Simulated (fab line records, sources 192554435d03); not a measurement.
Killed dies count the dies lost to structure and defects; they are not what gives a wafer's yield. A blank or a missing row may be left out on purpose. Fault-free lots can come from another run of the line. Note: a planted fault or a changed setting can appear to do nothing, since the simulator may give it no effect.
fab line records -- flow n5Finfet
record: lots: 15, wafers: 45, lastDay: 17
route steps=1938 shown BEOL_M5@1179 BEOL_M6@1197
lots that met no fault: taken from a fault-free run of the same line
startH: the number of hours between the record's first day and the start of the first shown wafer of the lot -- waitH: how many hours have passed since the lot's step before this one -- " the same as in the row above -- L1.1+2: a single row standing in for several wafers -- - either no value or no given start -- * or withheld: withheld -- < > ~ a bound
route shown NAME@n: a module of which the file shows steps, and the number in the route of the first -- usual: mean and standard deviation over wafers with no fault -- same: alike in all rows -- chamber/n: place in a boat -- sites: per-site readings -- _std_site: standard deviation across them -- _edge_site: outer sites' mean less inner sites' -- radiusMm: how far each site lies from the wafer's centre -- mask NAME#n: copy n -- behind: the tool/chamber that last shaped the wafer -- hold: the reason the lot was held/the length of the hold in hours/how it ended -- device: whichever transistor did not switch (one of n, p or np) -- end of line: the tests these same wafers got at the end of their route -- a step without rows: its recipe alone -- killed: count of dies lost to structure and defects at first sort (not the wafer's yield) -- map: a wafer's dies, marking killed ones x, the rest . and places with no die _
set.NAME: the run value of the setting; set.NAME@STEP: its run value at that earlier step -- model.NAME: the simulator's own value behind a step, which no gauge read
steps of the route over a sample of lots; a table a step, a row a wafer
services: a tool's chamber out of use, with start hour (startH, from the record's first day; less than 0 if before it), hours out, and reason
== steps ==
step: N5_BEOL_M5_SPUTTER_83
recipe: material: Cu, targetThkA: 150, tempC: -20, chamberPressurePa: 0.07, powerW: withheld, timeS: 27.62
usual: throttleValvePct: 29.7/0.96
lot.wafer,tool,chamber,startH,waitH,throttleValvePct
L174.1,pvdSputter-03,-,182.54,0.5,27.9
L174.2,pvdSputter-03,-,182.54,0.5,30.7
L174.4,pvdSputter-03,-,182.54,0.5,29.9
L173.3,pvdSputter-02,-,185.44,0.5,30.1
L173.4,pvdSputter-02,-,185.44,0.5,31.1
L173.6,pvdSputter-02,-,185.44,0.5,31.2
L175.1,pvdSputter-02,-,191.34,0.5,30.9
L175.2,pvdSputter-02,-,191.34,0.5,29.3
L175.5,pvdSputter-02,-,191.34,0.5,29.2
L179.2,pvdSputter-02,-,211.87,0.5,28.7
L179.3,pvdSputter-02,-,211.87,0.5,29.0
L179.6,pvdSputter-02,-,211.87,0.5,29.1
L180.1,pvdSputter-01,-,217.78,0.5,30.2
L180.2,pvdSputter-01,-,217.78,0.5,30.8
L180.6,pvdSputter-01,-,217.78,0.5,28.5
L181.1,pvdSputter-01,-,225.44,0.5,30.0
L181.2,pvdSputter-01,-,225.44,0.5,29.9
L181.5,pvdSputter-01,-,225.44,0.5,29.8
L182.2,pvdSputter-03,-,233.16,0.5,29.7
L182.4,pvdSputter-03,-,233.16,0.5,30.5
L182.5,pvdSputter-03,-,233.16,0.5,29.7
L185.1,pvdSputter-01,-,253.49,0.5,29.9
L185.4,pvdSputter-01,-,253.49,0.5,30.3
L185.5,pvdSputter-01,-,253.49,0.5,30.8
L186.1,pvdSputter-02,-,260.18,0.5,29.6
L186.3,pvdSputter-02,-,260.18,0.5,29.0
L186.6,pvdSputter-02,-,260.18,0.5,28.7
L187.3,pvdSputter-01,-,261.58,0.5,28.6
L187.4,pvdSputter-01,-,261.58,0.5,30.7
L187.6,pvdSputter-01,-,261.58,0.5,28.6
L189.2,pvdSputter-03,-,268.93,0.5,29.8
L189.3,pvdSputter-03,-,268.93,0.5,27.7
L189.5,pvdSputter-03,-,268.93,0.5,27.7
L192.2,pvdSputter-01,-,294.95,0.5,30.4
L192.4,pvdSputter-01,-,294.95,0.5,28.3
L192.6,pvdSputter-01,-,294.95,0.5,30.1
L193.1,pvdSputter-03,-,302.85,0.5,27.6
L193.3,pvdSputter-03,-,302.85,0.5,29.6
L193.5,pvdSputter-03,-,302.85,0.5,29.7
L195.2,pvdSputter-01,-,310.58,0.5,30.7
L195.3,pvdSputter-01,-,310.58,0.5,30.3
L195.4,pvdSputter-01,-,310.58,0.5,30.2
L194.2,pvdSputter-02,-,311.52,0.5,28.9
L194.4,pvdSputter-02,-,311.52,0.5,29.2
L194.6,pvdSputter-02,-,311.52,0.5,29.2
step: N5_BEOL_M5_SPUTTER_88
recipe: material: Cu, targetThkA: 150, tempC: -20, chamberPressurePa: 0.07, powerW: withheld, timeS: 27.62
usual: throttleValvePct: 29.7/0.95
lot.wafer,tool,chamber,startH,waitH,throttleValvePct
L174.1,pvdSputter-03,-,183.63,0.5,27.9
L174.2,pvdSputter-03,-,183.63,0.5,30.4
L174.4,pvdSputter-03,-,183.63,0.5,29.7
L173.3,pvdSputter-02,-,186.53,0.5,29.7
L173.4,pvdSputter-02,-,186.53,0.5,31.1
L173.6,pvdSputter-02,-,186.53,0.5,31.1
L175.1,pvdSputter-02,-,192.43,0.5,30.9
L175.2,pvdSputter-02,-,192.43,0.5,29.3
L175.5,pvdSputter-02,-,192.43,0.5,29.3
L179.2,pvdSputter-02,-,212.96,0.5,28.7
L179.3,pvdSputter-02,-,212.96,0.5,29.1
L179.6,pvdSputter-02,-,212.96,0.5,29.1
L180.1,pvdSputter-01,-,218.87,0.5,30.2
L180.2,pvdSputter-01,-,218.87,0.5,30.9
L180.6,pvdSputter-01,-,218.87,0.5,28.7
L181.1,pvdSputter-01,-,226.52,0.5,30.3
L181.2,pvdSputter-01,-,226.52,0.5,30.2
L181.5,pvdSputter-01,-,226.52,0.5,30.2
L182.2,pvdSputter-03,-,234.25,0.5,29.7
L182.4,pvdSputter-03,-,234.25,0.5,30.4
L182.5,pvdSputter-03,-,234.25,0.5,29.8
L185.1,pvdSputter-01,-,254.57,0.5,29.8
L185.4,pvdSputter-01,-,254.57,0.5,30.2
L185.5,pvdSputter-01,-,254.57,0.5,30.4
L186.1,pvdSputter-02,-,261.27,0.5,29.8
L186.3,pvdSputter-02,-,261.27,0.5,28.8
L186.6,pvdSputter-02,-,261.27,0.5,28.7
L187.3,pvdSputter-01,-,262.67,0.5,28.8
L187.4,pvdSputter-01,-,262.67,0.5,30.4
L187.6,pvdSputter-01,-,262.67,0.5,28.5
L189.2,pvdSputter-03,-,270.02,0.5,29.7
L189.3,pvdSputter-03,-,270.02,0.5,27.7
L189.5,pvdSputter-03,-,270.02,0.5,27.7
L192.2,pvdSputter-01,-,296.04,0.5,30.5
L192.4,pvdSputter-01,-,296.04,0.5,28.7
L192.6,pvdSputter-01,-,296.04,0.5,30.1
L193.1,pvdSputter-03,-,303.94,0.5,27.6
L193.3,pvdSputter-03,-,303.94,0.5,29.5
L193.5,pvdSputter-03,-,303.94,0.5,29.8
L195.2,pvdSputter-01,-,311.66,0.5,30.5
L195.3,pvdSputter-01,-,311.66,0.5,30.1
L195.4,pvdSputter-01,-,311.66,0.5,30.4
L194.2,pvdSputter-02,-,312.61,0.5,28.8
L194.4,pvdSputter-02,-,312.61,0.5,29.0
L194.6,pvdSputter-02,-,312.61,0.5,29.3
step: N5_BEOL_M6_PECVD_70
recipe: material: SiO2, targetThkA: 200, tempC: 400, precursor: TEOS/O2, pressureTorr: 5.5, rfW: 450, teosFlowSccm: 53.8, gas: O2, flowSccm: 3000, timeS: 22.7
usual: heaterPowerW: 654/70, showerheadPlenumPTorr: 8.79/0.059, throttleValvePct: 23.1/1.3
lot.wafer,tool,chamber,startH,waitH,heaterPowerW,showerheadPlenumPTorr,throttleValvePct
L174.1,pecvd-04,2,186.76,0.0,677,8.69,21.8
L174.2,pecvd-04,1,186.76,0.0,731,8.77,24.8
L174.4,pecvd-04,1,186.76,0.0,741,8.75,24.9
L173.3,pecvd-03,0,189.54,0.0,666,8.82,22.8
L173.4,pecvd-03,1,189.54,0.0,729,8.79,23.5
L173.6,pecvd-03,0,189.54,0.0,646,8.84,22.7
L175.1,pecvd-03,2,195.69,0.0,602,8.79,21.4
L175.2,pecvd-03,1,195.69,0.0,689,8.79,23.4
L175.5,pecvd-03,2,195.69,0.0,608,8.81,21.3
L179.2,pecvd-04,1,215.83,0.0,733,8.73,24.9
L179.3,pecvd-04,0,215.83,0.0,616,8.77,23.6
L179.6,pecvd-04,1,215.83,0.0,735,8.74,24.7
L180.1,pecvd-04,1,222.06,0.0,710,8.76,25.0
L180.2,pecvd-04,2,222.06,0.0,645,8.67,22.0
L180.6,pecvd-04,2,222.06,0.0,630,8.68,22.2
L181.1,pecvd-03,0,229.54,0.0,751,8.82,22.7
L181.2,pecvd-03,1,229.54,0.0,627,8.79,23.6
L181.5,pecvd-03,2,229.54,0.0,537,8.85,21.6
L182.2,pecvd-01,2,237.15,0.0,688,8.78,21.7
L182.4,pecvd-01,2,237.15,0.0,662,8.76,22.0
L182.5,pecvd-01,0,237.15,0.0,546,8.70,21.9
L185.1,pecvd-03,0,257.76,0.0,709,8.82,22.7
L185.4,pecvd-03,0,257.76,0.0,706,8.82,22.8
L185.5,pecvd-03,1,257.76,0.0,676,8.77,23.5
L186.1,pecvd-03,0,264.18,0.0,616,8.84,22.7
L186.3,pecvd-03,1,264.18,0.0,731,8.78,23.5
L186.6,pecvd-03,2,264.18,0.0,621,8.80,21.3
L187.3,pecvd-03,1,266.05,0.0,700,8.80,23.3
L187.4,pecvd-03,1,266.05,0.0,697,8.79,23.5
L187.6,pecvd-03,2,266.05,0.0,576,8.82,22.0
L189.2,pecvd-03,2,272.90,0.0,613,8.79,21.7
L189.3,pecvd-03,1,272.90,0.0,686,8.78,23.5
L189.5,pecvd-03,2,272.90,0.0,606,8.81,21.7
L192.2,pecvd-03,0,299.05,0.0,751,8.85,22.8
L192.4,pecvd-03,1,299.05,0.0,621,8.77,23.7
L192.6,pecvd-03,0,299.05,0.0,737,8.83,22.9
L193.1,pecvd-03,1,306.76,0.0,711,8.82,23.5
L193.3,pecvd-03,0,306.76,0.0,739,8.85,22.8
L193.5,pecvd-03,2,306.76,0.0,600,8.81,21.5
L195.2,pecvd-01,0,314.61,0.0,557,8.67,22.5
L195.3,pecvd-01,1,314.61,0.0,733,8.89,26.1
L195.4,pecvd-01,0,314.61,0.0,575,8.72,22.5
L194.2,pecvd-04,0,315.43,0.0,560,8.78,23.5
L194.4,pecvd-04,2,315.43,0.0,670,8.65,22.2
L194.6,pecvd-04,1,315.43,0.0,710,8.73,25.1
step: N5_BEOL_M6_HM_DEP_02
recipe: material: TiN, targetThkA: 200, tempC: 25, chamberPressurePa: 0.49996
usual: chamberPressurePa: 0.5000/0.0011, substrateTempC: 25.00/0.11, throttleValvePct: 29.6/0.94
lot.wafer,tool,chamber,startH,waitH,chamberPressurePa,substrateTempC,throttleValvePct
L174.1,pvdSputter-02,-,187.87,1.1,0.4986,24.91,29.2
L174.2,pvdSputter-02,-,187.87,1.1,0.4987,24.84,31.0
L174.4,pvdSputter-02,-,187.87,1.1,0.5012,25.06,28.8
L173.3,pvdSputter-03,-,191.24,1.7,0.4993,25.19,29.6
L173.4,pvdSputter-03,-,191.24,1.7,0.5003,24.90,28.1
L173.6,pvdSputter-03,-,191.24,1.7,0.4984,24.96,29.7
L175.1,pvdSputter-01,-,196.60,0.9,0.4995,24.89,30.1
L175.2,pvdSputter-01,-,196.60,0.9,0.4995,25.00,30.7
L175.5,pvdSputter-01,-,196.60,0.9,0.5019,25.15,30.4
L179.2,pvdSputter-02,-,216.13,0.3,0.4996,25.00,29.9
L179.3,pvdSputter-02,-,216.13,0.3,0.4993,25.11,31.2
L179.6,pvdSputter-02,-,216.13,0.3,0.4983,24.90,28.6
L180.1,pvdSputter-02,-,222.83,0.7,-,-,-
L180.2,pvdSputter-02,-,222.83,0.7,-,-,-
L180.6,pvdSputter-02,-,222.83,0.7,-,-,-
L181.1,pvdSputter-01,-,230.70,1.1,-,-,-
L181.2,pvdSputter-01,-,230.70,1.1,-,-,-
L181.5,pvdSputter-01,-,230.70,1.1,-,-,-
L182.2,pvdSputter-03,-,238.08,0.9,-,-,-
L182.4,pvdSputter-03,-,238.08,0.9,-,-,-
L182.5,pvdSputter-03,-,238.08,0.9,-,-,-
L185.1,pvdSputter-01,-,259.13,1.4,0.5007,24.83,30.0
L185.4,pvdSputter-01,-,259.13,1.4,0.5003,25.04,30.4
L185.5,pvdSputter-01,-,259.13,1.4,0.5018,25.05,30.2
L186.1,pvdSputter-03,-,265.56,1.4,0.5001,25.03,29.8
L186.3,pvdSputter-03,-,265.56,1.4,0.5003,25.13,30.8
L186.6,pvdSputter-03,-,265.56,1.4,0.4996,25.06,30.5
L187.3,pvdSputter-03,-,266.58,0.5,0.5005,24.91,30.4
L187.4,pvdSputter-03,-,266.58,0.5,0.4984,24.99,27.8
L187.6,pvdSputter-03,-,266.58,0.5,0.5014,24.99,29.5
L189.2,pvdSputter-03,-,274.08,1.2,0.4994,25.21,30.5
L189.3,pvdSputter-03,-,274.08,1.2,0.4987,25.26,27.7
L189.5,pvdSputter-03,-,274.08,1.2,0.5017,25.14,29.5
L192.2,pvdSputter-02,-,299.70,0.6,0.5008,24.99,31.2
L192.4,pvdSputter-02,-,299.70,0.6,0.5001,24.91,29.9
L192.6,pvdSputter-02,-,299.70,0.6,0.4987,25.07,28.8
L193.1,pvdSputter-03,-,306.82,0.0,0.4988,24.80,29.8
L193.3,pvdSputter-03,-,306.82,0.0,0.5002,25.17,27.7
L193.5,pvdSputter-03,-,306.82,0.0,0.5006,24.98,29.8
L195.2,pvdSputter-02,-,315.02,0.4,0.5020,24.99,30.9
L195.3,pvdSputter-02,-,315.02,0.4,0.4978,24.95,29.0
L195.4,pvdSputter-02,-,315.02,0.4,0.5009,25.19,29.4
L194.2,pvdSputter-01,-,315.71,0.3,0.5020,24.93,30.1
L194.4,pvdSputter-01,-,315.71,0.3,0.5007,24.88,28.5
L194.6,pvdSputter-01,-,315.71,0.3,0.5011,24.98,30.1
step: N5_BEOL_M6_HM_OPEN_17
recipe: chemistry: Cl2/BCl3, targetDepthA: 200, overetchA: 60, target: TiN, maskMaterial: SOC, ionEnergyEv: 150, pressureMtorr: 10, icpW: 1000, biasW: 126, Cl2_flow_sccm: 53.25, bcl3FlowSccm: 21.75, Ar_flow_sccm: 25
usual: drypumpMotorCurrentA: 5.8/0.58, oes_ar_750_au: 0.76/0.071, oesProductAu: 0.65/0.074, throttleValvePct: 22.31/0.11
lot.wafer,tool,chamber,startH,waitH,drypumpMotorCurrentA,oes_ar_750_au,oesProductAu,rfHoursCounterH,throttleValvePct
L174.1,rieMetal-03,1,189.10,0.0,6.6,0.76,0.68,40,22.33
L174.2,rieMetal-03,0,189.10,0.0,5.2,0.80,0.68,29,22.14
L174.4,rieMetal-03,0,189.10,0.0,5.2,0.80,0.69,-,22.14
L173.3,rieMetal-02,1,193.43,0.1,6.5,0.91,0.80,-,22.50
L173.4,rieMetal-02,0,193.43,0.1,5.5,0.65,0.53,-,22.29
L173.6,rieMetal-02,0,193.43,0.1,5.5,0.65,0.53,-,22.27
L175.1,rieMetal-03,0,198.67,0.0,5.2,0.80,0.69,30,22.14
L175.2,rieMetal-03,1,198.67,0.0,6.6,0.76,0.66,41,22.34
L175.5,rieMetal-03,1,198.67,0.0,6.6,0.76,0.67,-,22.34
L179.2,rieMetal-03,1,216.99,0.0,6.6,0.76,0.66,43,22.36
L179.3,rieMetal-03,1,216.99,0.0,6.6,0.76,0.66,-,22.36
L179.6,rieMetal-03,0,216.99,0.0,5.2,0.78,0.69,-,22.13
L180.1,rieMetal-01,0,224.72,0.0,5.4,0.83,0.30,37,22.96
L180.2,rieMetal-01,1,224.72,0.0,5.5,0.66,0.25,99,22.91
L180.6,rieMetal-01,1,224.72,0.0,5.5,0.67,0.25,-,22.93
L181.1,rieMetal-03,0,232.06,0.0,5.3,0.78,0.30,33,22.80
L181.2,rieMetal-03,1,232.06,0.0,6.6,0.75,0.29,44,23.00
L181.5,rieMetal-03,1,232.06,0.0,6.6,0.75,0.29,-,23.00
L182.2,rieMetal-03,1,238.94,0.0,6.6,0.75,0.29,44,23.01
L182.4,rieMetal-03,1,238.94,0.0,6.6,0.75,0.29,-,23.00
L182.5,rieMetal-03,0,238.94,0.0,5.2,0.78,0.30,-,22.81
L185.1,rieMetal-03,1,260.09,0.0,6.6,0.75,0.65,46,22.37
L185.4,rieMetal-03,1,260.09,0.0,6.6,0.75,0.65,-,22.36
L185.5,rieMetal-03,0,260.09,0.0,5.2,0.78,0.67,-,22.15
L186.1,rieMetal-03,0,266.42,0.0,5.2,0.78,0.67,36,22.15
L186.3,rieMetal-03,1,266.42,0.0,6.6,0.74,0.65,-,22.35
L186.6,rieMetal-03,0,266.42,0.0,5.2,0.78,0.67,-,22.16
L187.3,rieMetal-01,1,267.47,0.1,5.5,0.66,0.55,-,22.29
L187.4,rieMetal-01,0,267.47,0.1,5.4,0.81,0.68,-,22.31
L187.6,rieMetal-01,1,267.47,0.1,5.5,0.66,0.55,-,22.29
L189.2,rieMetal-02,0,275.22,0.0,5.5,0.64,0.52,118,22.30
L189.3,rieMetal-02,0,275.22,0.0,5.5,0.63,0.52,-,22.31
L189.5,rieMetal-02,0,275.22,0.0,5.5,0.63,0.52,-,22.30
L192.2,rieMetal-02,1,300.68,0.1,6.4,0.83,0.74,-,22.49
L192.4,rieMetal-02,1,300.68,0.1,6.5,0.83,0.74,-,22.49
L192.6,rieMetal-02,1,300.68,0.1,6.5,0.82,0.74,-,22.49
L193.1,rieMetal-02,1,307.69,0.0,6.5,0.82,0.71,15,22.50
L193.3,rieMetal-02,1,307.69,0.0,6.5,0.81,0.72,-,22.50
L193.5,rieMetal-02,1,307.69,0.0,6.4,0.82,0.73,-,22.52
L195.2,rieMetal-01,0,316.13,0.0,5.4,0.80,0.67,44,22.31
L195.3,rieMetal-01,0,316.13,0.0,5.4,0.81,0.68,-,22.30
L195.4,rieMetal-01,1,316.13,0.0,5.5,0.65,0.55,-,22.29
L194.2,rieMetal-01,1,316.67,0.0,5.5,0.66,0.55,106,22.29
L194.4,rieMetal-01,0,316.67,0.0,5.4,0.80,0.67,-,22.32
L194.6,rieMetal-01,0,316.67,0.0,5.4,0.80,0.66,-,22.35
step: N5_BEOL_M6_CD_MEAS_18
recipe: pitchNm: 80, targetCdNm: 40
usual: cdNm: 40.2/0.66
lot.wafer,tool,chamber,startH,waitH,cdNm
L174.1,cdSem-01,-,189.28,0.0,40.0
L174.2,cdSem-01,-,189.28,0.0,39.8
L174.4,cdSem-01,-,189.28,0.0,40.3
L173.3,cdSem-03,-,193.69,0.1,39.8
L173.4,cdSem-03,-,193.69,0.1,40.6
L173.6,cdSem-03,-,193.69,0.1,39.8
L175.1,cdSem-01,-,198.97,0.0,39.6
L175.2,cdSem-01,-,198.97,0.0,39.4
L175.5,cdSem-01,-,198.97,0.0,39.7
L179.2,cdSem-01,-,217.17,0.1,41.2
L179.3,cdSem-01,-,217.17,0.1,40.2
L179.6,cdSem-01,-,217.17,0.1,39.9
L180.1,cdSem-03,-,225.02,0.0,-
L180.2,cdSem-03,-,225.02,0.0,-
L180.6,cdSem-03,-,225.02,0.0,-
L181.1,cdSem-03,-,232.29,0.0,-
L181.2,cdSem-03,-,232.29,0.0,-
L181.5,cdSem-03,-,232.29,0.0,-
L182.2,cdSem-02,-,239.17,0.1,-
L182.4,cdSem-02,-,239.17,0.1,-
L182.5,cdSem-02,-,239.17,0.1,-
L185.1,cdSem-03,-,260.32,0.0,39.8
L185.4,cdSem-03,-,260.32,0.0,40.1
L185.5,cdSem-03,-,260.32,0.0,41.5
L186.1,cdSem-01,-,266.61,0.0,39.9
L186.3,cdSem-01,-,266.61,0.0,40.2
L186.6,cdSem-01,-,266.61,0.0,40.8
L187.3,cdSem-03,-,267.63,0.1,40.5
L187.4,cdSem-03,-,267.63,0.1,39.9
L187.6,cdSem-03,-,267.63,0.1,40.1
L189.2,cdSem-03,-,275.40,0.1,41.5
L189.3,cdSem-03,-,275.40,0.1,41.8
L189.5,cdSem-03,-,275.40,0.1,40.4
L192.2,cdSem-01,-,301.05,0.1,39.7
L192.4,cdSem-01,-,301.05,0.1,39.7
L192.6,cdSem-01,-,301.05,0.1,39.9
L193.1,cdSem-01,-,307.96,0.0,40.0
L193.3,cdSem-01,-,307.96,0.0,41.0
L193.5,cdSem-01,-,307.96,0.0,39.9
L195.2,cdSem-02,-,316.32,0.1,40.9
L195.3,cdSem-02,-,316.32,0.1,40.8
L195.4,cdSem-02,-,316.32,0.1,40.0
L194.2,cdSem-03,-,316.85,0.1,39.6
L194.4,cdSem-03,-,316.85,0.1,39.7
L194.6,cdSem-03,-,316.85,0.1,39.3
== services ==
tool,chamber,startH,hours,kind
pecvd-03,-,164.72,2.6,repair
rieMetal-02,1,166.71,-,clean
rieMetal-02,1,166.71,16.0,scheduledDown
rieMetal-02,1,166.71,16.0,ventCycle
pecvd-03,0,172.87,5.5,scheduledDown
rieMetal-02,-,177.63,0.5,repair
pecvd-01,2,193.53,5.5,scheduledDown
rieMetal-01,-,195.47,1.3,repair
pecvd-04,0,198.77,11.6,repair
pecvd-01,2,202.38,-,clean
pecvd-01,2,202.38,-,consumableReplace:showerhead
pecvd-01,2,202.38,29.0,scheduledDown
pecvd-01,2,202.38,29.0,ventCycle
pecvd-01,2,266.03,5.0,scheduledDown
pecvd-04,2,287.88,2.1,scheduledDown
rieMetal-02,0,295.84,-,clean
rieMetal-02,0,295.84,17.3,scheduledDown
rieMetal-02,0,295.84,17.3,ventCycle
pecvd-01,0,296.42,5.3,repair
== key ==
firstSign: step: N5_BEOL_M6_HM_DEP_02, reading: toolRecord, direction: missing
effect: step: N5_BEOL_M6_HM_OPEN_17, reading: oesProductAu, direction: down, sigmas: 5, usual: 0.65, struck: 0.28
effect: step: N5_BEOL_M6_CD_MEAS_18, reading: cdNm, direction: missing
metAt N5_BEOL_M6_HM_DEP_02
struckLots L180,L181,L182
laterRowsLeftOut L180.1,L180.2,L180.6,L181.1,L181.2,L181.5,L182.2,L182.4,L182.5
sortLeftOut L180.1,L180.2,L180.6,L181.1,L181.2,L181.5,L182.2,L182.4,L182.5
notActingAt N5_BEOL_M5_SPUTTER_83,N5_BEOL_M5_SPUTTER_88,N5_BEOL_M6_PECVD_70
onsetBetween 216.13 222.83
fault: kind: skippedStepWhole, tool: pvdSputter-01,pvdSputter-02,pvdSputter-03, chamber: -, onsetH: 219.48, steps: N5_BEOL_M6_HM_DEP_02, scope: struckLotsOnly
sortLeftOut: the simulated sort isn't trusted on such a fault, so these wafers' sort isn't shown, and their yield isn't known
laterRowsLeftOut: the simulator's readings of these wafers behind a module that went badly wrong aren't trusted and aren't shown, but for the sort
